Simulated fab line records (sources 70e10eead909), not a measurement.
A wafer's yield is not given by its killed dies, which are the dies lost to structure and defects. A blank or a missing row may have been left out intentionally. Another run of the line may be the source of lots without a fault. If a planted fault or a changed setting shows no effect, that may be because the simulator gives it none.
fab line records	flow nand-harc
record lots=14	wafers=42	last-day=32
route steps=1302 shown A_SLIT@937 A_WL_FILL@957
lots untouched by any fault: they come from a run of this same line in which no faults occurred
start-h: hours from the record's first day to the start of the lot's first wafer shown	wait-h: hours from the lot's prior step to this one	" same as the row above	L1.1+2: one row covering several wafers at once	- no value, or no start given	* or withheld: withheld	< > ~ a bound
route shown NAME@n: names a module that has steps shown in the file, with the first one's number in the route	usual: mean/standard deviation of fault-free wafers	same: alike in all rows	chamber/n: place in a boat	sites: per-site readings	_std_site: how widely they spread, as a standard deviation	_edge_site: inner sites' mean taken away from outer sites' mean	radius-mm: how far each site lies from the wafer's centre	mask NAME#n: copy n	behind: the tool/chamber that last shaped the wafer	hold: reason for holding the lot/hours on hold/outcome of the hold	device: the n, p or np transistor that did not switch	end of line: tests run on the same wafers once the route is complete	for a step that has no rows: nothing shown but its recipe	killed: dies that structure and defects cost at the first sort, which is not the same as the wafer's yield	map: a wafer's dies, marking killed ones x, the rest . and places with no die _
set.NAME: setting as actually run; set.NAME@STEP: the setting as run at that earlier step	model.NAME: the simulator's own value behind a step, which no gauge read
one table for each step of the route and one row for each wafer, over a sample of lots
services: from which hour (start-h, from the record's first day; less than 0 if before it) a tool's chamber was out of use, for how many hours, and why
## steps
# step NHARC_A_SLIT_ETCH_24
# recipe target-depth-a=1210	time-s=60.5	cf4-flow-sccm=100	chf3-flow-sccm=30	ar-flow-sccm=0	rf-w=500	bias-w=200	chemistry=CF4/CHF3
# usual drypump-motor-current-A=5.8/0.36	oes-product-au=0.959/0.019	rf-vpp-V=371.0/2.1	showerhead-plenum-p-Torr=1.59/0.06	throttle-valve-pct=16.804/0.0091
lot.wafer	tool	chamber	start-h	wait-h	drypump-motor-current-A	oes-product-au	rf-hours-counter-h	rf-vpp-V	showerhead-plenum-p-Torr	throttle-valve-pct
L667.3	rie-diel-10	0	476.54	0.1	5.5	0.968	1.9	369.1	1.57	16.801
L667.1	"	1	"	"	5.4	0.955	2.2	372.9	1.67	16.803
L667.6	"	2	"	"	5.8	0.957	-	373.9	1.66	16.796
L666.3	rie-diel-03	2	476.89	0.1	5.9	0.974	0.0	367.0	1.47	16.803
L666.4	"	3	"	"	5.6	0.975	0.0	370.2	1.58	16.808
L666.2	"	0	"	"	5.9	0.977	0.0	373.4	1.64	16.804
L668.4	rie-diel-04	1	498.92	0.1	5.9	0.958	7.2	373.9	1.65	16.811
L668.6	"	1	"	"	5.8	0.966	-	373.0	1.65	16.804
L668.5	"	2	"	"	5.3	0.974	-	369.4	1.55	16.824
L669.2	rie-diel-04	2	518.31	0.1	5.4	0.943	8.5	369.9	1.55	16.806
L669.1	"	0	"	"	6.2	0.947	6.5	371.6	1.59	16.805
L669.5	"	3	"	"	6.0	0.967	-	371.9	1.62	16.802
L670.4	rie-diel-03	0	535.26	0.1	5.9	0.970	2.3	371.1	1.64	16.816
L670.1	"	1	"	"	5.3	0.978	2.5	368.5	1.51	16.805
L670.5	"	0	"	"	5.9	0.979	-	371.9	1.64	16.816
L673.3	rie-diel-03	1	565.54	0.1	5.3	0.928	4.6	368.2	1.51	16.792
L673.4	"	2	"	"	5.9	0.935	3.8	367.4	1.47	16.799
L673.2	"	3	"	"	5.5	0.928	3.6	371.3	1.58	16.811
L674.1	rie-diel-04	1	565.70	0.1	5.8	0.923	0.8	372.1	1.65	16.799
L674.4	"	2	"	"	5.3	0.926	0.9	369.3	1.55	16.798
L674.2	"	0	"	"	6.2	0.908	0.7	372.6	1.59	16.809
L672.3	rie-diel-04	0	569.25	0.1	6.2	0.953	1.3	371.4	1.58	16.815
L672.1	"	2	"	"	5.3	0.960	2.0	368.4	1.55	16.801
L672.6	"	0	"	"	6.2	0.955	-	370.3	1.58	16.789
L676.1	rie-diel-03	3	569.47	0.1	5.5	0.952	4.1	370.9	1.58	16.805
L676.5	"	2	"	"	5.9	0.966	-	367.6	1.47	16.807
L676.6	"	3	"	"	5.5	0.963	-	371.1	1.58	16.805
L677.2	rie-diel-03	1	588.21	0.1	5.2	0.971	6.9	368.1	1.51	16.797
L677.3	"	3	"	"	5.5	0.962	6.2	369.5	1.58	16.808
L677.6	"	0	"	"	5.9	0.990	-	372.3	1.64	16.793
L678.3	rie-diel-03	0	589.18	0.1	5.9	0.987	8.0	372.3	1.64	16.819
L678.4	"	1	"	"	5.2	0.958	-	369.6	1.51	16.796
L678.5	"	0	"	"	5.9	0.988	-	372.0	1.64	16.820
L680.4	rie-diel-04	3	624.21	0.1	6.0	0.994	5.1	372.3	1.62	16.810
L680.1	"	0	"	"	6.2	0.957	5.1	370.8	1.58	16.801
L680.6	"	0	"	"	6.2	0.953	-	371.8	1.58	16.783
L683.2	rie-diel-10	2	647.17	0.1	5.8	0.988	1.6	372.4	1.66	16.800
L683.6	"	1	"	"	5.4	0.979	-	374.9	1.67	16.796
L683.5	"	2	"	"	5.8	0.977	-	374.0	1.66	16.822
L685.4	rie-diel-03	1	657.04	0.1	5.3	0.969	1.4	368.5	1.51	16.815
L685.3	"	2	"	"	5.9	0.969	1.8	367.2	1.47	16.788
L685.6	"	3	"	"	5.5	0.968	-	371.7	1.58	16.810
# step NHARC_A_WL_FILL_ETCHBACK_04
# recipe target-depth-a=600	time-s=120	chemistry=NF3
# usual drypump-motor-current-A=5.76/0.13	oes-product-au=0.998/0.013	run-length-s=141.3/0.53
lot.wafer	tool	chamber	start-h	wait-h	drypump-motor-current-A	oes-product-au	rf-hours-counter-h	run-length-s
L667.1	rie-metal-01	0	490.90	0.3	5.87	0.989	1.6	141.2
L667.3	"	1	"	"	5.96	1.001	-	141.1
L667.6	"	0	"	"	5.87	0.988	-	141.0
L666.2	rie-metal-02	1	490.94	0.3	5.81	0.996	0.4	141.0
L666.4	"	1	"	"	5.79	1.003	-	141.3
L666.3	"	0	"	"	5.71	1.013	-	142.4
L668.4	rie-metal-02	0	513.23	0.3	5.71	1.017	-	142.0
L668.6	"	1	"	"	5.82	1.002	-	140.5
L668.5	"	0	"	"	5.70	1.013	-	142.4
L669.1	rie-metal-02	1	532.56	0.3	5.82	0.994	1.2	140.7
L669.2	"	0	"	"	5.71	1.011	1.2	142.3
L669.5	"	0	"	"	5.68	1.016	-	142.5
L670.1	rie-metal-02	1	549.52	0.3	5.80	0.991	1.4	140.5
L670.4	"	1	"	"	5.80	0.999	-	140.9
L670.5	"	1	"	"	5.80	0.998	-	141.2
L674.2	rie-metal-02	1	579.74	0.3	5.83	1.001	1.7	140.7
L674.1	"	0	"	"	5.70	1.025	1.7	142.7
L674.4	"	0	"	"	5.69	1.015	-	142.1
L673.2	rie-metal-03	0	579.87	0.3	5.60	0.976	0.7	141.6
L673.4	"	1	"	"	5.61	0.989	-	141.2
L673.3	"	0	"	"	5.61	0.980	-	141.4
L672.1	rie-metal-03	1	583.53	0.4	5.63	0.992	1.0	141.3
L672.3	"	1	"	"	5.66	0.998	-	140.8
L672.6	"	1	"	"	5.64	1.005	-	141.4
L676.1	rie-metal-02	1	583.70	0.3	5.79	1.004	2.2	140.5
L676.6	"	0	"	"	5.71	1.019	-	141.8
L676.5	"	1	"	"	5.79	0.999	-	140.5
L677.2	rie-metal-03	0	604.06	0.3	5.59	0.992	1.3	141.6
L677.3	"	1	"	"	5.64	0.997	-	141.0
L677.6	"	1	"	"	5.63	1.003	-	140.8
L678.3	rie-metal-01	1	608.04	0.3	5.96	1.006	-	141.1
L678.4	"	0	"	"	5.91	0.989	-	141.0
L678.5	"	1	"	"	5.96	1.003	-	141.0
L680.1	rie-metal-03	0	638.43	0.3	5.59	0.978	1.8	141.9
L680.4	"	0	"	"	5.57	0.992	-	141.3
L680.6	"	1	"	"	5.64	0.999	-	141.4
L683.2	rie-metal-01	0	661.96	0.4	5.89	0.981	1.3	141.4
L683.5	"	1	"	"	5.95	1.002	-	140.9
L683.6	"	0	"	"	5.88	0.996	-	141.2
L685.4	rie-metal-02	1	673.59	0.2	5.84	1.016	-	140.8
L685.3	"	0	"	"	5.71	1.016	-	141.8
L685.6	"	0	"	"	5.70	1.022	-	141.9
# step NHARC_A_WL_FILL_ALD_10
# recipe target-thk-a=500	pulse-time-s=10	ald-cycles=500	temp-c=300	material=SiO2
# usual heater-power-w=460/48	precursor-pulse-height-rel=0.998/0.019
lot.wafer	tool	chamber	start-h	wait-h	heater-power-w	precursor-pulse-height-rel
L667.3	ald-hk-04	3	502.39	0.1	500	1.009
L667.1	"	2	505.51	3.2	450	0.982
L667.6	"	3	506.55	4.2	495	0.986
L666.4	ald-hk-01	0	502.41	0.1	487	1.003
L666.2	"	1	"	"	398	1.011
L666.3	"	2	"	"	363	1.013
L668.4	ald-hk-04	2	521.45	0.1	449	1.001
L668.6	"	2	525.55	4.2	460	0.996
L668.5	"	3	526.58	5.2	505	1.016
L669.1	ald-hk-01	1	540.21	0.6	401	0.976
L669.2	"	3	541.25	1.7	438	1.014
L669.5	"	1	542.29	2.7	396	0.975
L670.1	ald-hk-02	2	555.43	0.1	520	0.981
L670.4	"	3	"	"	432	1.017
L670.5	"	2	557.49	2.1	538	0.979
L673.4	ald-hk-01	2	585.51	0.1	362	1.005
L673.2	"	3	"	"	439	0.982
L673.3	"	1	587.08	1.6	388	1.022
L674.2	ald-hk-04	2	586.03	0.6	448	0.991
L674.4	"	3	"	"	496	0.984
L674.1	"	0	"	"	503	0.974
L672.1	ald-hk-01	2	588.78	0.1	364	0.999
L672.3	"	1	590.31	1.6	398	0.996
L672.6	"	3	591.33	2.6	443	1.000
L676.1	ald-hk-02	1	589.29	0.6	538	0.971
L676.6	"	0	590.83	2.1	430	0.983
L676.5	"	1	"	"	551	1.011
L677.3	ald-hk-01	3	609.69	0.1	439	0.998
L677.2	"	1	610.72	1.1	402	1.006
L677.6	"	3	611.76	2.1	440	1.028
L678.3	ald-hk-02	0	613.26	0.0	423	1.006
L678.4	"	3	614.82	1.6	424	1.000
L678.5	"	0	"	"	427	1.001
L680.1	ald-hk-04	3	644.19	0.1	485	0.960
L680.4	"	0	"	"	488	1.014
L680.6	"	3	646.24	2.1	506	0.994
L683.2	ald-hk-01	2	670.55	1.1	371	1.019
L683.6	"	0	671.58	2.1	485	0.998
L683.5	"	1	"	"	386	1.009
L685.4	ald-hk-04	3	680.57	0.1	492	0.969
L685.3	"	1	681.61	1.1	458	0.984
L685.6	"	0	683.16	2.6	494	1.004
# step NHARC_A_WL_FILL_ETCHBACK_17
# recipe target-depth-a=40	time-s=26.7	chemistry=Cl2/BCl3
# usual drypump-motor-current-A=5.75/0.14	oes-product-au=0.998/0.012	run-length-s=48.0/0.48
lot.wafer	tool	chamber	start-h	wait-h	drypump-motor-current-A	oes-product-au	rf-hours-counter-h	run-length-s
L666.2	rie-metal-03	1	507.24	-	5.62	1.008	2.6	47.6
L666.3	"	0	"	"	5.61	0.986	-	48.7
L666.4	"	1	"	"	5.63	1.008	-	47.4
L667.1	rie-metal-01	1	510.39	-	5.99	1.005	1.9	48.0
L667.3	"	1	"	"	5.98	0.996	-	47.8
L667.6	"	1	"	"	5.97	1.004	-	47.6
L668.4	rie-metal-03	0	529.39	-	5.61	0.977	-	48.3
L668.5	"	0	"	"	5.60	0.977	-	48.7
L668.6	"	1	"	"	5.69	1.003	-	47.5
L669.2	rie-metal-01	0	544.55	-	5.90	0.972	2.4	47.6
L669.1	"	1	"	"	5.92	1.006	2.4	47.7
L669.5	"	0	"	"	5.89	0.975	-	48.2
L670.1	rie-metal-01	1	560.24	-	5.96	0.992	2.5	47.6
L670.4	"	1	"	"	5.95	1.010	-	47.9
L670.5	"	1	"	"	5.97	0.992	-	47.6
L674.1	rie-metal-03	0	590.35	-	5.60	0.994	1.2	48.3
L674.2	"	1	"	"	5.62	0.990	1.2	47.8
L674.4	"	1	"	"	5.60	0.994	-	48.4
L673.2	rie-metal-02	1	590.41	-	5.82	1.008	2.4	47.2
L673.4	"	0	"	"	5.73	1.014	-	48.6
L673.3	"	1	"	"	5.81	1.006	-	47.2
L676.1	rie-metal-03	1	593.60	-	5.62	1.000	1.3	47.7
L676.5	"	0	"	"	5.59	1.002	-	48.1
L676.6	"	1	"	"	5.65	1.003	-	48.1
L672.1	rie-metal-02	0	593.61	-	5.70	1.010	2.4	48.9
L672.3	"	0	"	"	5.71	1.009	-	48.9
L672.6	"	0	"	"	5.69	1.012	-	48.9
L677.2	rie-metal-02	0	614.56	-	5.71	1.016	2.7	48.7
L677.3	"	1	"	"	5.79	1.005	-	47.5
L677.6	"	1	"	"	5.82	0.999	-	47.2
L678.4	rie-metal-01	1	618.16	-	5.97	1.003	-	48.4
L678.3	"	0	"	"	5.90	0.984	-	48.1
L678.5	"	1	"	"	5.97	1.005	-	47.8
L680.1	rie-metal-03	0	649.02	-	5.60	0.994	2.1	39.8
L680.4	"	1	"	"	5.63	0.992	-	39.2
L680.6	"	1	"	"	5.64	0.998	-	39.1
L683.2	rie-metal-03	0	674.34	-	5.60	0.983	2.6	39.9
L683.5	"	0	"	"	5.60	0.985	-	40.0
L683.6	"	1	"	"	5.65	1.001	-	39.1
L685.4	rie-metal-02	0	685.47	-	5.71	1.010	-	49.1
L685.3	"	1	"	"	5.80	1.015	-	47.3
L685.6	"	0	"	"	5.71	1.013	-	48.5
## services
tool	chamber	start-h	hours	kind
rie-metal-02	-	454.00	9.0	pm
rie-metal-02	0	454.00	9.0	vent-cycle
rie-metal-03	-	457.75	0.2	repair
rie-metal-03	0	458.27	1.6	repair
rie-diel-03	-	458.30	9.0	pm
ald-hk-01	-	474.15	10.0	pm
rie-metal-03	1	515.24	8.7	repair
rie-diel-10	0	518.21	18.0	repair
rie-metal-03	-	519.00	9.0	pm
rie-diel-04	-	521.86	3.0	repair
rie-diel-04	-	531.90	9.0	pm
rie-diel-03	1	544.41	3.3	repair
rie-diel-03	3	550.84	3.7	repair
rie-metal-01	0	559.24	16.4	repair
ald-hk-01	-	561.24	0.2	repair
rie-metal-01	-	575.00	9.0	pm
rie-diel-10	-	596.50	9.0	pm
ald-hk-04	-	615.46	10.0	pm
rie-metal-02	-	631.00	9.0	pm
rie-diel-03	-	635.30	9.0	pm
rie-metal-01	-	645.56	0.4	repair
rie-diel-10	0	651.72	6.3	repair
ald-hk-01	-	652.15	10.0	pm
rie-diel-03	3	655.09	1.7	repair
## key
first-sign step=NHARC_A_WL_FILL_ETCHBACK_17	reading=run-length-s	direction=down	sigmas=18	usual=*	struck=*
effect none on later readings
met-at NHARC_A_WL_FILL_ETCHBACK_17
struck-lots L680,L683
rows-end L680.1,L680.4,L680.6
later-rows-left-out L683.2,L683.5,L683.6
sort-left-out L683.2,L683.5,L683.6
tester-left-out L683
not-acting-at NHARC_A_SLIT_ETCH_24,NHARC_A_WL_FILL_ETCHBACK_04,NHARC_A_WL_FILL_ALD_10
onset-between 593.60 649.02
earlier-fault kind=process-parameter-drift	tool=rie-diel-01	chamber=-	onset-h=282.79	steps=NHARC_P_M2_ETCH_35	channel=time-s	offset=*	shape=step	acts-in=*	stated=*
fault kind=process-parameter-drift	tool=rie-metal-03	chamber=-	onset-h=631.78	steps=NHARC_A_WL_FILL_ETCHBACK_17	channel=time-s	offset=*	shape=step	acts-in=*	stated=*
# tester-left-out: of these lots the tester's yield and bins aren't shown, on N5 and GAA mostly nor the transistor test; their killed dies are dies lost to structure and defects alone, not to doping, threshold or leakage, so they don't give the yield
# sort-left-out: the simulated sort isn't trusted on such a fault, so these wafers' sort isn't shown, and their yield isn't known
# later-rows-left-out: the simulator's readings of these wafers behind a module that went badly wrong aren't trusted and aren't shown, but for the sort
# rows-end: these wafers met a further fault down the route, and their rows from its step on are left out
